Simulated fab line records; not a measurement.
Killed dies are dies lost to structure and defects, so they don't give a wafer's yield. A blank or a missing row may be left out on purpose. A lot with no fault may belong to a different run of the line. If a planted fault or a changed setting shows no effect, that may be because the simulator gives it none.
Matching of chambers | flow n5 finfet | 3 sister chambers for N5_FIN_SAQP_PECVD_06 on pecvd-04
The step deposits a-Si from SiH4/He, target thk 60 nm, time 48.1 s. 14 wafers are shown with their chamber, then 7 later ones without.

== WAFERS WITH THEIR CHAMBER ==
wafer  | chamber | throttle valve pct (%) | showerhead plenum p Torr (Torr) | heater power w (W)
L078.1 | 0       | 18.4                   | 5.66                            | 826
L078.3 | 0       | 18.4                   | 5.64                            | 700
L078.6 | 0       | 18.4                   | 5.65                            | 711
L082.1 | 0       | 18.5                   | 5.64                            | 797
L082.4 | 1       | 17.9                   | 5.69                            | 939
L082.6 | 0       | 18.2                   | 5.64                            | 784
L083.1 | 1       | 17.8                   | 5.70                            | 1102
L083.2 | 2       | 16.4                   | 5.69                            | 900
L083.4 | 0       | 18.3                   | 5.65                            | 766
L091.4 | 0       | 18.6                   | 5.63                            | 814
L091.5 | 2       | 16.7                   | 5.68                            | 849
L091.6 | 1       | 17.6                   | 5.70                            | 1096
L095.1 | 1       | 17.8                   | 5.71                            | 1013
L095.3 | 0       | 19.0                   | 5.66                            | 787

SIGNATURES (means of the wafers above)
reading                  | chamber 0 | chamber 1 | chamber 2 | scatter within a chamber
throttle valve pct       | 18.475    | 17.775    | 16.550    | 0.215
showerhead plenum p Torr | 5.6463    | 5.7000    | 5.6850    | 0.00971
heater power w           | 773.12    | 1037.50   | 874.50    | 55.4
Rule: for each reading, subtract the chamber's mean from the wafer's reading, divide by that reading's scatter and square the result; add these up over the readings and take the root, which gives the wafer's distance from the chamber. The wafer belongs to the nearest chamber; if the next one is less than 2 further off, it can't be placed. The scatter: take each reading less its chamber's mean, square it, sum over the shown wafers, divide by the number of wafers less the number of chambers, and take the root.

== WAFERS WHOSE CHAMBER IS MISSING ==
wafer  | throttle valve pct (%) | showerhead plenum p Torr (Torr) | heater power w (W)
L095.4 | 17.8                   | 5.70                            | 1032
L096.2 | 17.7                   | 5.70                            | 1013
L096.3 | 18.5                   | 5.64                            | 743
L096.6 | 16.5                   | 5.69                            | 924
L097.1 | 17.6                   | 5.69                            | 997
L097.4 | 17.6                   | 5.70                            | 1028
L097.5 | 18.7                   | 5.65                            | 796

== EACH ONE'S CHAMBER ==
wafer  | from the rows above | in truth
L095.4 | 1                   | 1
L096.2 | 1                   | 1
L096.3 | 0                   | 0
L096.6 | 2                   | 2
L097.1 | 1                   | 1
L097.4 | 1                   | 1
L097.5 | 0                   | 0
Placed correctly: 7 of 7. Can't be placed from these rows: 0. Number placed wrongly: 0.
